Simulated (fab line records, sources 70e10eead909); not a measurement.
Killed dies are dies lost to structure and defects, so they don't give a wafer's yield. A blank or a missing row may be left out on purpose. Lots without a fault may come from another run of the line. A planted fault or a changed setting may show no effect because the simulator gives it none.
Which tool did it? | flow nand_harc | 11 lots, 33 wafers sampled, at 6 steps of a route of 1302

WHAT THE GAUGES READ, wafer by wafer
NHARC_A_M1_CD_MEAS_09: target cd 120 nm. Usual: cd_nm 120.0 nm, standard deviation 0.46.
lot  | measured     | on        | cd_nm (nm)        | flag
L627 | day 23 02:11 | cd_sem-02 | 120.3 121.0 120.5 |
L629 | day 23 08:48 | cd_sem-02 | 119.9 119.7 120.1 |
L630 | day 23 22:04 | cd_sem-02 | 120.0 119.4 120.4 |
L635 | day 26 01:47 | cd_sem-02 | 120.5 119.8 120.3 |
L638 | day 27 04:26 | cd_sem-03 | 120.8 120.9 120.6 |
L639 | day 28 05:25 | cd_sem-03 | 119.4 120.1 119.6 |
L640 | day 28 08:00 | cd_sem-01 | 119.8 119.9 120.5 |
L642 | day 28 19:11 | cd_sem-01 | 120.3 120.4 120.3 |
L648 | day 31 16:17 | cd_sem-03 | 116.2 115.9 115.5 | OFF
L649 | day 31 20:53 | cd_sem-02 | 117.6 117.9 117.1 | OFF
L650 | day 32 19:52 | cd_sem-03 | 118.6 119.0 118.1 | OFF

NHARC_END_SORT_01. Usual: defect_limited_yield 91.6 %, standard deviation 2.6; killed_at_array 52, standard deviation 17; killed_at_other 0.8, standard deviation 1.1; killed_at_periphery 3.2, standard deviation 2.2; killed_dies 57, standard deviation 17; killed_open 3.4, standard deviation 1.8; killed_short 2.4, standard deviation 1.6; sort_bin_2_pct 2.9 %, standard deviation 1.1; sort_bin_3_pct 0.6 %, standard deviation 0.38; sort_bin_4_pct 4.8 %, standard deviation 1.5; sort_n_pass 620, standard deviation 17; sort_rim_yield_pct 92 %, standard deviation 4.9; sort_yield_pct 91.6 %, standard deviation 2.6.
lot  | measured     | on        | defect_limited_yield (%) | killed_at_array | killed_at_other | killed_at_periphery | killed_dies | killed_open | killed_short | sort_bin_2_pct (%) | sort_bin_3_pct (%) | sort_bin_4_pct (%) | sort_n_pass | sort_rim_yield_pct (%) | sort_yield_pct (%) | flag
L640 | day 29 16:42 | prober-01 | 93.8 90.7 94.8           | 41 60 35        | 1 1 0           | 0 2 0               | 42 63 35    | 2 0 4       | 0 7 0        | 1.6 3.7 1.8        | 1.2 0.7 0.3        | 3.4 4.9 3.1        | 635 614 642 | 92 97 91               | 93.8 90.7 94.8     |
L642 | day 30 06:23 | prober-01 | 89.7 93.2 90.0           | 63 38 55        | 1 3 3           | 6 5 10              | 70 46 68    | 6 2 4       | 3 0 2        | 3.7 3.1 3.7        | 0.9 0.4 1.0        | 5.8 3.2 5.3        | 607 631 609 | 96 92 89               | 89.7 93.2 90.0     |

WHICH TOOL RAN EACH LOT (tool, then ch and the chambers of the sampled wafers, then the start)
lot  | NHARC_A_M0_ETCH_15                            | NHARC_A_M0_PRE_CLEAN_31         | NHARC_A_M1_EXPOSE_06               | NHARC_A_M1_ETCH_15
L627 | rie_diel-08 ch 0,1,2, day 23 01:00 or earlier | pecvd-03 ch 0,1,2, day 23 01:00 | arfi_scanner-01 ch 0, day 23 02:03 | rie_diel-12 ch 0,1,3, no start
L629 | rie_diel-13 ch 1,2, day 23 07:28 or earlier   | pecvd-01 ch 0,1,2, day 23 07:28 | arfi_scanner-03 ch 0, day 23 08:40 | rie_diel-02 ch 0,2,3, no start
L630 | rie_diel-13 ch 1,2,3, day 23 20:50 or earlier | pecvd-01 ch 0,1,2, day 23 20:50 | arfi_scanner-02 ch 0, day 23 21:55 | rie_diel-02 ch 0,1,3, no start
L635 | rie_diel-08 ch 1,2, day 26 00:35 or earlier   | pecvd-04 ch 0,1,2, day 26 00:35 | arfi_scanner-01 ch 0, day 26 01:38 | rie_diel-02 ch 0,2,3, no start
L638 | rie_diel-09 ch 0,1,2, day 27 03:07 or earlier | pecvd-04 ch 0,2, day 27 03:07   | arfi_scanner-03 ch 0, day 27 04:18 | rie_diel-10 ch 0,1,3, no start
L639 | rie_diel-09 ch 0,1, day 28 04:04 or earlier   | pecvd-03 ch 0,1, day 28 04:04   | arfi_scanner-02 ch 0, day 28 05:16 | rie_diel-02 ch 0,3, no start
L640 | rie_diel-08 ch 0,2,3, day 28 06:40 or earlier | pecvd-04 ch 1,2, day 28 06:40   | arfi_scanner-03 ch 0, day 28 07:52 | rie_diel-12 ch 0,1,3, day 29 16:42 or earlier
L642 | rie_diel-09 ch 1,2,3, day 28 17:53 or earlier | pecvd-04 ch 0,1, day 28 17:53   | arfi_scanner-02 ch 0, day 28 19:03 | rie_diel-12 ch 1,2,3, day 30 06:23 or earlier
L648 | rie_diel-08 ch 2,3, day 31 14:59 or earlier   | pecvd-04 ch 1,2, day 31 14:59   | arfi_scanner-03 ch 0, day 31 16:09 | rie_diel-10 ch 0,1,2, no start
L649 | rie_diel-09 ch 0,1, day 31 19:35 or earlier   | pecvd-01 ch 0,1,2, day 31 19:35 | arfi_scanner-03 ch 0, day 31 20:44 | rie_diel-12 ch 0,3, no start
L650 | rie_diel-13 ch 0,1, day 32 18:42 or earlier   | pecvd-03 ch 0,1, day 32 18:42   | arfi_scanner-03 ch 0, day 32 19:44 | rie_diel-12 ch 2,3, no start
- NHARC_A_M0_ETCH_15: etches the open film in C4F8/Ar, target depth 150 nm, overetch 15 nm, time 82.5 s.
- NHARC_A_M0_PRE_CLEAN_31: time 12 s.
- NHARC_A_M1_EXPOSE_06: exposes mask A M1, target cd 120 nm.
- NHARC_A_M1_ETCH_15: etches the open film in C4F8/Ar, target depth 182.5 nm, time 91.2 s.

WHAT THE TOOLS THEMSELVES READ (means of the sampled wafers that have a number; where no wafer has one, the mark that the record gives instead)
NHARC_A_M0_ETCH_15. Usual: oes_product_au 0.952 a.u., standard deviation 0.021; rf_fwd_power_W 595.6 W, standard deviation 1.9; rf_vpp_V 440.1 V, standard deviation 2.8.
lot  | tool        | oes_product_au (a.u.) | rf_fwd_power_W (W) | rf_vpp_V (V) | flag
L627 | rie_diel-08 | 0.942                 | 595.9              | 438.2        |
L629 | rie_diel-13 | 0.977                 | 594.8              | 443.6        |
L630 | rie_diel-13 | 0.960                 | 594.3              | 442.1        |
L635 | rie_diel-08 | 0.965                 | 594.5              | 438.1        |
L638 | rie_diel-09 | 0.971                 | 595.8              | 439.0        |
L639 | rie_diel-09 | 0.965                 | 594.8              | 439.1        |
L640 | rie_diel-08 | 0.919                 | 594.7              | 440.4        |
L642 | rie_diel-09 | 0.926                 | 595.1              | 441.1        |
L648 | rie_diel-08 | 0.954                 | 595.6              | 442.8        |
L649 | rie_diel-09 | 0.954                 | 595.1              | 438.0        |
L650 | rie_diel-13 | 0.970                 | 595.5              | 441.4        |

NHARC_A_M0_PRE_CLEAN_31. Usual: heater_power_w 662 W, standard deviation 52; rf_fwd_power_W 292.7 W, standard deviation 0.94.
lot  | tool     | heater_power_w (W) | rf_fwd_power_W (W) | flag
L627 | pecvd-03 | 679                | 291.5              |
L629 | pecvd-01 | 656                | 292.0              |
L630 | pecvd-01 | 683                | 292.9              |
L635 | pecvd-04 | 634                | 292.7              |
L638 | pecvd-04 | 690                | 293.1              |
L639 | pecvd-03 | 684                | 292.9              |
L640 | pecvd-04 | 618                | 292.7              |
L642 | pecvd-04 | 639                | 293.7              |
L648 | pecvd-04 | 674                | 291.5              |
L649 | pecvd-01 | 686                | 293.0              |
L650 | pecvd-03 | 613                | 292.9              |

NHARC_A_M1_EXPOSE_06. Usual: exposure_dose_mJ_cm2 75.03, standard deviation 0.084; stage_vel_mm_s 500.05 mm/s, standard deviation 0.28.
lot  | tool            | exposure_dose_mJ_cm2 | stage_vel_mm_s (mm/s) | flag
L627 | arfi_scanner-01 | 75.10                | 500.40                |
L629 | arfi_scanner-03 | 74.85                | 500.08                |
L630 | arfi_scanner-02 | 75.06                | 500.22                |
L635 | arfi_scanner-01 | 75.04                | 500.28                |
L638 | arfi_scanner-03 | 75.04                | 500.68                |
L639 | arfi_scanner-02 | 74.90                | 500.16                |
L640 | arfi_scanner-03 | 74.99                | 499.98                |
L642 | arfi_scanner-02 | 75.03                | 499.76                |
L648 | arfi_scanner-03 | 70.81                | 499.84                | OFF
L649 | arfi_scanner-03 | 71.49                | 500.13                | OFF
L650 | arfi_scanner-03 | 72.26                | 499.81                | OFF

NHARC_A_M1_ETCH_15. Usual: oes_product_au 0.944 a.u., standard deviation 0.023; rf_fwd_power_W 595.6 W, standard deviation 2; rf_vpp_V 440.4 V, standard deviation 2.7.
lot  | tool        | oes_product_au (a.u.) | rf_fwd_power_W (W) | rf_vpp_V (V) | flag
L627 | rie_diel-12 | 0.934                 | 595.5              | 439.8        |
L629 | rie_diel-02 | 0.965                 | 597.3              | 442.5        |
L630 | rie_diel-02 | 0.922                 | 594.7              | 440.7        |
L635 | rie_diel-02 | 0.962                 | 597.1              | 442.6        |
L638 | rie_diel-10 | 0.973                 | 595.4              | 441.4        |
L639 | rie_diel-02 | 0.923                 | 596.1              | 442.1        |
L640 | rie_diel-12 | 0.923                 | 594.2              | 439.9        |
L642 | rie_diel-12 | 0.959                 | 593.8              | 440.2        |
L648 | rie_diel-10 | 0.950                 | 595.6              | 440.4        |
L649 | rie_diel-12 | 0.976                 | 594.3              | 436.7        |
L650 | rie_diel-12 | 0.922                 | 596.3              | 437.4        |

THE ANSWER, worked out from the rows above alone
Rule: a lot is off if the mean of its wafers that have a number lies more than 3 standard deviations from the usual mean. A lot without any number at a reading at which 4 lots or more have one is off too. The other lots that the step has rows for count as sound. The gauges are gone through in route order, then the tools' own readings, and for those a lot's mean is taken as printed above. The first step at which some lot is off is used, and at that step the reading that is off furthest; a lot without a number counts as furthest.
Off: L648, L649, L650, at NHARC_A_M1_CD_MEAS_09 (cd_nm).
A tool fits if, at a process step before that reading, it ran every lot that is off, and no sound lot after the first of them. The gauges at NHARC_A_M1_CD_MEAS_09 aren't tried: what is off there is off at NHARC_A_M1_EXPOSE_06 too, on other tools, and a gauge's error can't cause that. NHARC_A_M0_ETCH_15 gives no start for some lots, so the hours and the order of its lots are those of NHARC_A_M0_PRE_CLEAN_31. One fits: arfi_scanner-03 at NHARC_A_M1_EXPOSE_06. Its last sound lot is L640 (day 28 07:52), its first lot that is off L648 (day 31 16:09): a fault that began between those two fits.
The tool's own readings at NHARC_A_M1_EXPOSE_06 bear it out: on the lots that are off they differ by more than 5 times the standard deviation of the sound lots' means. exposure_dose_mJ_cm2 reads 71.52 there against 75.00 on the sound lots.

WHAT THE SIMULATOR HAD PUT IN
Process parameter drift: arfi_scanner-03, from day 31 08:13 on, at NHARC_A_M1_EXPOSE_06. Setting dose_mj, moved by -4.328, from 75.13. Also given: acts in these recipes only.
Lots struck among those shown: L648, L649, L650. The rule above found the same.
